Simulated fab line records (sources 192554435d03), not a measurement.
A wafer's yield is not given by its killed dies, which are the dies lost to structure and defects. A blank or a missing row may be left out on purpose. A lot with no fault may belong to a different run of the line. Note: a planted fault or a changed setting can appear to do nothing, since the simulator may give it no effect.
A struck lot beside a sound one + flow n5-finfet + 15 out of 1938 route steps
Sound: the wafers L783.2, L783.4, L783.6. Struck: wafer L800.3 (L800.4, L800.6, from the same lot, were not struck and are left out); the cause is given at the end.
Per side, at each step with rows, come the tool, then ch with its chambers, and then its first start. Under that, the readings that differ: sound wafers + struck wafers + difference of the means + sigmas: that difference in standard deviations of wafers without a fault.
alike: readings whose means differ by less than 2 such deviations, and words and numbers that are the same on both sides. not compared: withheld readings, readings that some wafer has no value for, bounds like >300 that may hide the same value, and numbers for which the record gives no deviation and whose values overlap.
A row with sigmas, a row that says differs or no value, or rows on one side alone: a step with any of these is where the two part. Numbers that don't overlap but have no deviation are shown without sigmas and don't part them. A reading that every wafer of one side lacks parts them only if that side has two wafers or more.

first, 1 step without rows for these wafers: N5_BEOL_M2_STRIP_36 (strips in N2/H2).
N5_BEOL_M2_TRENCH_ETCH_37: etches SiOC in C4F6/O2, target depth 55.555 nm, time 29.2 s.
  sound on rie-diel-01 ch 1,2; struck on rie-diel-02 ch 2
| reading            | sound             | struck | difference | sigmas |
|--------------------|-------------------|--------|------------|--------|
| mfc-ar-sccm (sccm) | 299.8 301.2 300.9 | 298.7  | -1.9       | -2     |
  alike: drypump-motor-current-A, oes-product-au, rf-vpp-V, showerhead-plenum-p-Torr, throttle-valve-pct
  not compared: rf-hours-counter-h
N5_BEOL_M2_ETCH_41: etches SiCN in CH3F/O2, target depth 29.9 nm, time 52.5 s.
  sound on rie-diel-01 ch 1,2; struck on rie-diel-02 ch 2
  alike: drypump-motor-current-A, mfc-ar-sccm, oes-product-au, rf-vpp-V, showerhead-plenum-p-Torr, throttle-valve-pct
  not compared: rf-hours-counter-h
N5_BEOL_M2_STRIP_97: strips in N2/H2, time 10 s.
  sound on rie-diel-01 ch 1,2; struck on rie-diel-02 ch 2
  alike: drypump-motor-current-A, oes-product-au, rf-vpp-V, showerhead-plenum-p-Torr, throttle-valve-pct
  not compared: rf-hours-counter-h
N5_BEOL_M2_OCD_MEAS_38:
  sound on ocd-02 at day 7 13:23; struck on ocd-01 at day 11 21:40
  alike: trench-depth-nm
then, 4 steps without rows for these wafers: N5_BEOL_M2_HM_STRIP_39 (strips TiN in peroxide tin strip, target depth 25 nm, time 158 s); N5_BEOL_M2_SRD_40 (time 30 s); N5_BEOL_M2_PRECLEAN_42 (cleans in residue remover, time 60 s); N5_BEOL_M2_SRD_43 (time 30 s).
N5_BEOL_M2_CD_MEAS_35: target cd 18 nm, target cd y 22.2 nm.
  sound on cd-sem-01 at day 7 13:32; struck on cd-sem-01 at day 11 21:50
  alike: cd-nm
N5_BEOL_M2_DEGAS_44: time 60 s.
  sound on pvd-sputter-02 at day 7 13:58; struck on pvd-sputter-01 at day 11 22:04
  alike: heater-power-w
then, 1 step without rows for these wafers: N5_BEOL_M2_PRE_CLEAN_45 (time 30 s).
N5_BEOL_M2_ALD_84: deposits TaN, pulse time 2 s, purge time 3 s, co reactant purge time 2 s.
  sound on ald-metal-04 ch 0,2,3, day 7 14:18; struck on ald-metal-02 ch 3, day 11 22:12
| reading            | sound       | struck | difference | sigmas |
|--------------------|-------------|--------|------------|--------|
| heater-power-w (W) | 424 406 361 | 558    | +161       | +3     |
| pulse-time-s (s)   | 2 2 2       | 1.2804 | -0.7196    |        |
  alike: precursor-vessel-carrier-sccm
N5_BEOL_M2_SURFACE_TREAT_85:
  sound on pvd-sputter-02 at day 7 14:44; struck on pvd-sputter-02 at day 11 22:28
| reading             | sound             | struck | difference | sigmas |
|---------------------|-------------------|--------|------------|--------|
| ar-flow-sccm (sccm) | 29.73 29.93 29.85 | 30.13  | +0.29      | +3     |
  not compared: throttle-valve-pct
N5_BEOL_M4_RC_MEAS_101:
  sound on prober-01 ch 0, day 8 19:42; struck on prober-01 ch 0, day 13 06:10
  alike: DIBL_N, DIBL_P, IOFF_N, IOFF_P, ION_N, ION_P, SS_N, SS_P, VT_N, VT_P

== WHERE THEY PART ==
Last at N5_BEOL_M2_SURFACE_TREAT_85 as far as this record goes, first at N5_BEOL_M2_TRENCH_ETCH_37. Later steps at which nothing parts them and some readings are alike: N5_BEOL_M4_RC_MEAS_101.

WHY: what the simulator had put in
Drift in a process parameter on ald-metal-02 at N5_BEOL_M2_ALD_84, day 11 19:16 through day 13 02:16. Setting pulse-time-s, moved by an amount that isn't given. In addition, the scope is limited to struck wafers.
